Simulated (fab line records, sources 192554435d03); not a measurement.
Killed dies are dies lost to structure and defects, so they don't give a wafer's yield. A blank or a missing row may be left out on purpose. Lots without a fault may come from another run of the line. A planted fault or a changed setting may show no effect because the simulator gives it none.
A struck lot beside a sound one | flow n5_finfet | 19 steps out of a route of 1938
Sound: wafers L896.1, L896.3, L896.4. Struck: wafers L904.3, L904.4, L904.5. The cause comes at the end.
At each step with rows: each side's tool, then ch and its chambers, then its first start. Under that, the readings that differ: sound wafers | struck wafers | difference of the means | sigmas: that difference in standard deviations of wafers without a fault.
alike: readings whose means differ by less than 2 such deviations, and words and numbers that are the same on both sides. not compared: withheld readings, readings that some wafer has no value for, bounds like >300 that may hide the same value, and numbers for which the record gives no deviation and whose values overlap.
The two part at a step that has a row with sigmas, a row that says differs or no value, or rows on one side only. Numbers that don't overlap but have no deviation are shown without sigmas and don't part them. A reading that every wafer of one side lacks parts them only if that side has two wafers or more.

N5_ILD0_THK_MEAS_08:
  sound on film_metro-02, day 5 10:55; struck on film_metro-02, day 7 08:46
  alike: thk_nm
then, 1 step without rows for these wafers: N5_ILD0_PRECLEAN_10 (cleans in NF3:NH3, afs cycles 5, time 20 s, sublimation time 60 s).
N5_ILD0_ALD_15: deposits SiNx, target thk 24 nm, pulse time 1 s, ald cycles 480.
  sound on ald_sin-04 ch 0,1, day 5 11:38; struck on ald_sin-04 ch 1,3, day 7 09:29
  alike: heater_power_w, precursor_pulse_height_rel
N5_ILD0_CMP_12: polishes SiNx, stops on poly-Si, t overpolish 6 s, target thk 17.67 nm.
  sound on cmp-01 ch 0,2,3, day 5 14:01; struck on cmp-03 ch 0,2,3, day 7 11:46
  alike: motor_current_A, overpolish_run_s, slurry_flow_ml_min, time_to_endpoint_s
  not compared: pad_life_wafers
N5_ILD0_THK_MEAS_13:
  sound on film_metro-02, day 5 14:18; struck on film_metro-02, day 7 11:59
  alike: thk_nm
N5_ILD0_INSPECT_06: inspects for defects (darkfield).
  sound on defect_inspect-01, day 5 14:20; struck on defect_inspect-01, day 7 12:00
  reading          | sound    | struck   | difference | sigmas
  raw_defect_count | 80 57 30 | 21 25 20 | -34        | -2
N5_SDB_HM_DEP_00: deposits SiNx from SiH4/NH3/N2, target thk 40 nm, time 35.3 s.
  sound on pecvd-02 ch 0,1, day 5 14:22; struck on pecvd-02 ch 0,1, day 7 12:02
  alike: heater_power_w, showerhead_plenum_p_Torr, throttle_valve_pct
then, 5 steps without rows for these wafers: N5_SDB_COAT_03 (time 60 s, resist thk 100 nm); N5_SDB_COAT_04 (time 60 s, resist thk 18 nm); N5_SDB_COAT_05 (resist thk 90 nm); N5_SDB_EBR_07; N5_SDB_SOFTBAKE_06 (time 60 s).
N5_SDB_EXPOSE_08: exposes mask SDB.
  sound on arfi_scanner-02 ch 0, day 5 14:41; struck on arfi_scanner-01 ch 0, day 7 12:15
  reading                     | sound          | struck      | difference | sigmas
  model.SDB.overlay_x_nm (nm) | -0.8 -0.8 -0.8 | 9.4 9.4 9.4 | +10.2      |
  alike: mask
then, 2 steps without rows for these wafers: N5_SDB_PEB_09 (peb time 60 s); N5_SDB_DEVELOP_10 (develop time 30 s).
N5_SDB_CD_MEAS_11: target cd 50 nm.
  sound on cd_sem-03 ch 0, day 5 14:49; struck on cd_sem-03 ch 0, day 7 12:22
  alike: cd_nm
N5_SDB_OVL_MEAS_12:
  sound on overlay-02 ch 0, day 5 14:51; struck on overlay-02 ch 0, day 7 12:23
  reading      | sound        | struck      | difference | sigmas
  SDB_OVL (nm) | 0.0 0.6 -0.8 | 8.8 9.8 8.5 | +9.1       | +12
N5_SDB_INSPECT_13: inspects for defects (brightfield).
  sound on defect_inspect-02, day 5 14:52; struck on defect_inspect-02, day 7 12:25
  alike: raw_defect_count
-- the record jumps here: 11 days lie between the struck wafers' starts before and after (it left off in module SDB and takes up again in module PASSIVATION, whose first step shown is number 1936 of the route) --
N5_PASSIVATION_PROBE_49:
  sound on prober-01, day 15 05:31; struck on prober-02, day 18 15:50
  reading             | sound       | struck         | difference | sigmas
  killed_at_front_end | 32 40 38    | 1101 1106 1089 | +1062      | +99 or more
  killed_dies         | 103 113 108 | 1163 1161 1155 | +1052      | +66
  killed_on_rim       | 21 9 18     | 150 148 149    | +133       | +33
  alike: killed_at_M0_to_M3, killed_at_M4_up, killed_at_contacts, killed_at_other, killed_open, killed_short

WHERE THEY PART
First at N5_ILD0_INSPECT_06; last, within this record, at N5_PASSIVATION_PROBE_49.

WHY: what the simulator had put in
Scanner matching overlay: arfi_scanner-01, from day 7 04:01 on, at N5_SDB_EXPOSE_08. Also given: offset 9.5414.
